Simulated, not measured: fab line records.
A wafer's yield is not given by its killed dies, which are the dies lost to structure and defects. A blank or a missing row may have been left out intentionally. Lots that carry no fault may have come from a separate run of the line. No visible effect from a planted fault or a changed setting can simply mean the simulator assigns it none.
fab line records | flow n5_finfet
[record] lots = 15 | wafers = 45 | last_day = 17
route steps=1938 shown SD_EPI_P@306 SD_ACTIVATION@331
lots untouched by any fault: they come from a run of this same line in which no faults occurred
start_h: start of the lot's first displayed wafer, in hours after the record's first day | wait_h: how many hours have passed since the lot's step before this one | " identical to the entry in the row above | L1.1+2: several wafers, shown together as one row | - value missing, or start not given | * or withheld: withheld | < > ~ a bound
route shown NAME@n: names a module that has steps shown in the file, with the first one's number in the route | usual: mean/standard deviation taken from wafers without a fault | same: alike in all rows | chamber/n: place in a boat | sites: the reading at each site | _std_site: standard deviation of those values | _edge_site: inner sites' mean taken away from outer sites' mean | radius_mm: how far each site lies from the wafer's centre | mask NAME#n: copy n | behind: tool/chamber where the wafer was last shaped | hold: why the lot went on hold/how many hours it stayed there/how the hold came to an end | device: transistor that didn't switch, given as n, p or np | end of line: the same wafers' tests at the end of the route | step lacking rows: just its recipe | killed: count of dies lost to structure and defects at first sort (not the wafer's yield) | map: per-die view of a wafer (x killed, . not killed, _ where there is no die)
set.NAME: setting as actually run; set.NAME@STEP: the setting as run at that earlier step | model.NAME: the simulator's own value behind a step, which no gauge read
a sample of lots followed through the steps of the route, with each step as a table and each wafer as a row
services: from which hour (start_h, from the record's first day; less than 0 if before it) a tool's chamber was out of use, for how many hours, and why
[[steps]]
[step N5_SD_EPI_P_DESCUM_14]
[recipe] chemistry = O2 | time_s = 7.9 | source_power_w = 50 | bias_power_w = 20 | pressure_mtorr = 20 | rf_frequency_hz = 2.712e+07 | temp_c = 40 | resist = CAR-ArF-block | o2_flow_sccm = 225
[usual] drypump_motor_current_A = 5.7/0.39 | oes_product_au = 0.81/0.075 | rf_vpp_V = 243.3/1.1 | showerhead_plenum_p_Torr = 2.11/0.045 | throttle_valve_pct = 20.40/0.29
lot.wafer | tool        | chamber | start_h | wait_h | drypump_motor_current_A | oes_product_au | rf_hours_counter_h | rf_vpp_V | showerhead_plenum_p_Torr | throttle_valve_pct
L311.1    | rie_diel-05 | 0       | 58.40   | 0.0    | 5.7                     | 0.72           | 194                | 243.0    | 2.09                     | 20.79
L311.4    | "           | 2       | "       | "      | 5.0                     | 0.99           | 0                  | 245.1    | 2.15                     | 19.81
L311.5    | "           | 0       | "       | "      | 5.7                     | 0.72           | -                  | 243.9    | 2.09                     | 20.79
L312.2    | rie_diel-01 | 0       | 66.46   | 0.0    | 5.6                     | 0.79           | 106                | 243.7    | 2.11                     | 20.40
L312.3    | "           | 1       | "       | "      | 5.7                     | 0.88           | 45                 | 244.5    | 2.14                     | 20.34
L312.6    | "           | 2       | "       | "      | 5.7                     | 0.91           | -                  | 242.7    | 2.05                     | 20.08
L314.1    | rie_diel-01 | 1       | 82.80   | 0.9    | 5.7                     | 0.90           | 49                 | 243.1    | 2.14                     | 20.37
L314.3    | "           | 3       | "       | "      | 5.1                     | 0.71           | 222                | 243.7    | 2.15                     | 20.43
L314.5    | "           | 1       | "       | "      | 5.7                     | 0.90           | -                  | 242.9    | 2.14                     | 20.36
L315.1    | rie_diel-05 | 3       | 85.22   | 0.4    | 5.4                     | 0.77           | 141                | 242.9    | 2.10                     | 20.86
L315.5    | "           | 1       | "       | "      | 6.2                     | 0.84           | -                  | 243.8    | 2.13                     | 20.71
L315.6    | "           | 0       | "       | "      | 5.7                     | 0.72           | -                  | 244.3    | 2.08                     | 20.81
L316.1    | rie_diel-03 | 1       | 92.61   | 0.0    | 6.1                     | 0.76           | 128                | 243.0    | 2.20                     | 20.37
L316.4    | "           | 3       | "       | "      | 6.2                     | 0.95           | 8                  | 243.4    | 2.15                     | 20.24
L316.6    | "           | 3       | "       | "      | 6.2                     | 0.95           | -                  | 242.9    | 2.15                     | 20.26
L317.4    | rie_diel-01 | 3       | 95.78   | 0.0    | 5.1                     | 0.70           | 225                | 243.5    | 2.15                     | 20.42
L317.5    | "           | 1       | "       | "      | 5.7                     | 0.87           | -                  | 243.2    | 2.14                     | 20.36
L317.6    | "           | 2       | "       | "      | 5.7                     | 0.89           | -                  | 242.7    | 2.05                     | 20.09
L318.2    | rie_diel-05 | 2       | 101.78  | 0.0    | 5.0                     | 0.93           | 13                 | 243.6    | 2.15                     | 19.84
L318.3    | "           | 1       | "       | "      | 6.2                     | 0.84           | 68                 | 243.3    | 2.12                     | 20.71
L318.6    | "           | 2       | "       | "      | 5.0                     | 0.93           | -                  | 243.8    | 2.15                     | 19.82
L319.1    | rie_diel-01 | 2       | 108.45  | 0.0    | 5.7                     | 0.89           | 33                 | 242.2    | 2.05                     | 20.09
L319.2    | "           | 0       | "       | "      | 5.6                     | 0.80           | 116                | 243.6    | 2.11                     | 20.40
L319.4    | "           | 3       | "       | "      | 5.1                     | 0.70           | 229                | 244.0    | 2.15                     | 20.41
L325.3    | rie_diel-03 | 3       | 144.88  | 0.0    | 6.3                     | 0.91           | 25                 | 241.3    | 2.15                     | 20.28
L325.5    | "           | 1       | "       | "      | 6.1                     | 0.75           | -                  | 245.0    | 2.19                     | 20.39
L325.6    | "           | 2       | "       | "      | 5.5                     | 0.75           | -                  | 243.4    | 2.09                     | 20.31
L326.2    | rie_diel-03 | 3       | 151.13  | 0.5    | 6.2                     | 0.93           | 27                 | 245.0    | 2.15                     | 20.29
L326.5    | "           | 2       | "       | "      | 5.4                     | 0.75           | -                  | 244.7    | 2.09                     | 20.33
L326.6    | "           | 1       | "       | "      | 6.1                     | 0.75           | -                  | 245.4    | 2.19                     | 20.38
L327.2    | rie_diel-03 | 3       | 159.37  | 0.2    | 6.2                     | 0.90           | 30                 | 245.1    | 2.15                     | 20.30
L327.5    | "           | 2       | "       | "      | 5.5                     | 0.75           | -                  | 243.8    | 2.09                     | 20.32
L327.6    | "           | 1       | "       | "      | 6.1                     | 0.74           | -                  | 244.8    | 2.19                     | 20.40
L330.1    | rie_diel-05 | 1       | 179.89  | 0.0    | 6.2                     | 0.81           | 96                 | 243.1    | 2.12                     | 20.75
L330.2    | "           | 2       | "       | "      | 5.0                     | 0.90           | 24                 | 243.8    | 2.14                     | 19.85
L330.6    | "           | 2       | "       | "      | 5.0                     | 0.90           | -                  | 243.6    | 2.14                     | 19.87
L331.1    | rie_diel-01 | 2       | 184.32  | 0.0    | 5.7                     | 0.84           | 57                 | 242.6    | 2.04                     | 20.14
L331.2    | "           | 1       | "       | "      | 5.7                     | 0.84           | 78                 | 244.4    | 2.13                     | 20.40
L331.4    | "           | 0       | "       | "      | 5.6                     | 0.77           | -                  | 242.3    | 2.10                     | 20.42
L332.2    | rie_diel-05 | 2       | 189.12  | 0.0    | 5.0                     | 0.89           | 28                 | 243.4    | 2.14                     | 19.85
L332.4    | "           | 1       | "       | "      | 6.2                     | 0.79           | 99                 | 243.3    | 2.11                     | 20.75
L332.5    | "           | 0       | "       | "      | 5.7                     | 0.69           | -                  | 242.6    | 2.08                     | 20.83
L333.1    | rie_diel-03 | 0       | 191.55  | 0.1    | 6.2                     | 0.78           | 126                | 241.9    | 2.01                     | 20.13
L333.2    | "           | 1       | "       | "      | 6.1                     | 0.74           | 156                | 245.1    | 2.19                     | 20.41
L333.5    | "           | 0       | "       | "      | 6.2                     | 0.78           | -                  | 242.7    | 2.01                     | 20.12
[step N5_SD_EPI_P_PRECLEAN_51]
[recipe] chemistry = NF3:NH3 | afs_cycles = 1 | temp_c = 30 | time_s = 20 | sublimation_temp_c = 180 | sublimation_time_s = 60 | pressure_torr = 3 | rf_power_w = 30
[usual] afs_cycles = 1/0 | chamber_pressure_Torr = 2.999/0.0063
lot.wafer | tool         | chamber | start_h | wait_h | afs_cycles | chamber_pressure_Torr
L311.1    | epi_rpcvd-02 | 0       | 59.39   | 0.0    | 1          | 3.008
L311.4    | "            | 0       | "       | "      | 1          | 3.009
L311.5    | "            | 0       | "       | "      | 1          | 3.012
L312.2    | epi_rpcvd-02 | 0       | 67.48   | 0.1    | 1          | 2.999
L312.3    | "            | 0       | "       | "      | 1          | 2.999
L312.6    | "            | 0       | "       | "      | 1          | 2.992
L314.1    | epi_rpcvd-03 | 0       | 83.80   | 0.0    | 1          | 3.002
L314.3    | "            | 0       | "       | "      | 1          | 2.998
L314.5    | "            | 0       | "       | "      | 1          | 2.995
L315.1    | epi_rpcvd-04 | -       | 86.22   | 0.0    | -          | -
L315.5    | "            | -       | "       | "      | -          | -
L315.6    | "            | -       | "       | "      | -          | -
L316.1    | epi_rpcvd-03 | -       | 93.60   | 0.0    | -          | -
L316.4    | "            | -       | "       | "      | -          | -
L316.6    | "            | -       | "       | "      | -          | -
L317.4    | epi_rpcvd-02 | -       | 96.86   | 0.1    | -          | -
L317.5    | "            | -       | "       | "      | -          | -
L317.6    | "            | -       | "       | "      | -          | -
L318.2    | epi_rpcvd-02 | 0       | 102.81  | 0.1    | 1          | 3.011
L318.3    | "            | 0       | "       | "      | 1          | 3.001
L318.6    | "            | 0       | "       | "      | 1          | 3.008
L319.1    | epi_rpcvd-02 | 0       | 109.45  | 0.0    | 1          | 3.008
L319.2    | "            | 0       | "       | "      | 1          | 3.015
L319.4    | "            | 0       | "       | "      | 1          | 3.005
L325.3    | epi_rpcvd-03 | 0       | 145.92  | 0.1    | 1          | 3.007
L325.5    | "            | 0       | "       | "      | 1          | 2.990
L325.6    | "            | 0       | "       | "      | 1          | 3.002
L326.2    | epi_rpcvd-03 | 0       | 152.15  | 0.1    | 1          | 2.998
L326.5    | "            | 0       | "       | "      | 1          | 3.010
L326.6    | "            | 0       | "       | "      | 1          | 2.996
L327.2    | epi_rpcvd-02 | 0       | 160.40  | 0.1    | 1          | 2.995
L327.5    | "            | 0       | "       | "      | 1          | 3.001
L327.6    | "            | 0       | "       | "      | 1          | 3.002
L330.1    | epi_rpcvd-02 | 0       | 180.88  | 0.0    | 1          | 2.993
L330.2    | "            | 0       | "       | "      | 1          | 2.987
L330.6    | "            | 0       | "       | "      | 1          | 2.998
L331.1    | epi_rpcvd-03 | 0       | 185.31  | 0.0    | 1          | 3.005
L331.2    | "            | 0       | "       | "      | 1          | 3.003
L331.4    | "            | 0       | "       | "      | 1          | 3.007
L332.2    | epi_rpcvd-03 | 0       | 190.14  | 0.1    | 1          | 2.998
L332.4    | "            | 0       | "       | "      | 1          | 3.002
L332.5    | "            | 0       | "       | "      | 1          | 3.001
L333.1    | epi_rpcvd-03 | 0       | 193.46  | 0.4    | 1          | 3.003
L333.2    | "            | 0       | "       | "      | 1          | 2.996
L333.5    | "            | 0       | "       | "      | 1          | 3.001
[step N5_SD_ACTIVATION_LSA_01]
[recipe] temp_c = 1080 | time_s = 0.0008 | ambient = N2
[usual] wafer_temp_C_max = 1084.4/1
lot.wafer | tool            | chamber | start_h | wait_h | wafer_temp_C_max
L311.1    | laser_anneal-02 | 0       | 62.38   | 0.2    | 1085.0
L311.4    | "               | 0       | "       | "      | 1083.1
L311.5    | "               | 0       | "       | "      | 1084.2
L312.2    | laser_anneal-01 | 0       | 70.43   | 0.2    | 1083.9
L312.3    | "               | 0       | "       | "      | 1084.4
L312.6    | "               | 0       | "       | "      | 1084.6
L314.1    | laser_anneal-01 | 0       | 86.75   | 0.2    | 1083.7
L314.3    | "               | 0       | "       | "      | 1084.1
L314.5    | "               | 0       | "       | "      | 1084.4
L315.1    | laser_anneal-02 | 0       | 90.01   | 0.2    | 1083.4
L315.5    | "               | 0       | "       | "      | 1085.8
L315.6    | "               | 0       | "       | "      | 1083.2
L316.1    | laser_anneal-01 | 0       | 96.76   | 0.2    | 1083.5
L316.4    | "               | 0       | "       | "      | 1084.4
L316.6    | "               | 0       | "       | "      | 1083.7
L317.4    | laser_anneal-02 | 0       | 100.07  | 0.2    | 1084.3
L317.5    | "               | 0       | "       | "      | 1084.0
L317.6    | "               | 0       | "       | "      | 1086.4
L318.2    | laser_anneal-01 | 0       | 105.78  | 0.2    | 1085.4
L318.3    | "               | 0       | "       | "      | 1084.0
L318.6    | "               | 0       | "       | "      | 1085.8
L319.1    | laser_anneal-01 | 0       | 112.41  | 0.2    | 1084.9
L319.2    | "               | 0       | "       | "      | 1084.3
L319.4    | "               | 0       | "       | "      | 1085.1
L325.3    | laser_anneal-01 | 0       | 148.88  | 0.2    | 1085.5
L325.5    | "               | 0       | "       | "      | 1083.7
L325.6    | "               | 0       | "       | "      | 1085.6
L326.2    | laser_anneal-02 | 0       | 155.20  | 0.2    | 1084.0
L326.5    | "               | 0       | "       | "      | 1085.2
L326.6    | "               | 0       | "       | "      | 1085.1
L327.2    | laser_anneal-01 | 0       | 164.78  | 0.2    | 1084.6
L327.5    | "               | 0       | "       | "      | 1084.0
L327.6    | "               | 0       | "       | "      | 1083.9
L330.1    | laser_anneal-02 | 0       | 183.84  | 0.2    | 1082.8
L330.2    | "               | 0       | "       | "      | 1084.3
L330.6    | "               | 0       | "       | "      | 1085.9
L331.1    | laser_anneal-01 | 0       | 189.13  | 0.2    | 1085.8
L331.2    | "               | 0       | "       | "      | 1085.1
L331.4    | "               | 0       | "       | "      | 1084.5
L332.2    | laser_anneal-02 | 0       | 193.93  | 0.2    | 1083.3
L332.4    | "               | 0       | "       | "      | 1083.7
L332.5    | "               | 0       | "       | "      | 1084.5
L333.1    | laser_anneal-01 | 0       | 197.46  | 0.2    | 1085.1
L333.2    | "               | 0       | "       | "      | 1084.0
L333.5    | "               | 0       | "       | "      | 1083.9
[[services]]
tool            | chamber | start_h | hours | kind
epi_rpcvd-04    | -       | 35.30   | 4.4   | repair
rie_diel-03     | -       | 37.77   | 0.8   | repair
rie_diel-01     | 3       | 39.06   | 7.1   | repair
rie_diel-05     | 2       | 40.00   | -     | clean
rie_diel-05     | 2       | 40.00   | -     | consumable_replace:focus_ring
rie_diel-05     | 2       | 40.00   | 17.0  | scheduled_down
rie_diel-05     | 2       | 40.00   | 17.0  | vent_cycle
rie_diel-01     | 1       | 43.87   | 7.9   | repair
rie_diel-01     | 0       | 45.22   | 2.3   | repair
rie_diel-03     | 3       | 47.62   | -     | clean
rie_diel-03     | 3       | 47.62   | -     | consumable_replace:focus_ring
rie_diel-03     | 3       | 47.62   | 16.9  | scheduled_down
rie_diel-03     | 3       | 47.62   | 16.9  | vent_cycle
epi_rpcvd-02    | -       | 69.97   | 0.5   | pm
laser_anneal-02 | -       | 105.56  | 3.9   | repair
rie_diel-05     | 0       | 106.62  | 15.8  | repair
rie_diel-01     | 0       | 123.95  | 6.4   | repair
epi_rpcvd-04    | -       | 152.48  | 27.2  | pm
laser_anneal-02 | -       | 159.44  | 8.8   | pm
laser_anneal-01 | -       | 172.11  | 1.9   | repair
rie_diel-01     | 3       | 177.08  | -     | clean
rie_diel-01     | 3       | 177.08  | -     | consumable_replace:focus_ring
rie_diel-01     | 3       | 177.08  | 12.5  | scheduled_down
rie_diel-01     | 3       | 177.08  | 12.5  | vent_cycle
[[key]]
[first_sign] step = N5_SD_EPI_P_PRECLEAN_51 | reading = tool_record | direction = missing
effect none on later readings
met_at N5_SD_EPI_P_PRECLEAN_51
struck_lots L315,L316,L317
sort_left_out L315.1,L315.5,L315.6,L316.1,L316.4,L316.6,L317.4,L317.5,L317.6
tester_left_out L315,L316,L317
not_acting_at N5_SD_EPI_P_DESCUM_14,N5_SD_ACTIVATION_LSA_01
onset_between 83.80 86.22
[fault] kind = skipped_step_whole | tool = epi_rpcvd-02,epi_rpcvd-03,epi_rpcvd-04 | chamber = - | onset_h = 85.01 | steps = N5_SD_EPI_P_PRECLEAN_51 | scope = struck_lots_only
// tester_left_out: of these lots the tester's yield and bins aren't shown, on N5 and GAA mostly nor the transistor test; their killed dies are dies lost to structure and defects alone, not to doping, threshold or leakage, so they don't give the yield
// sort_left_out: the simulated sort isn't trusted on such a fault, so these wafers' sort isn't shown, and their yield isn't known
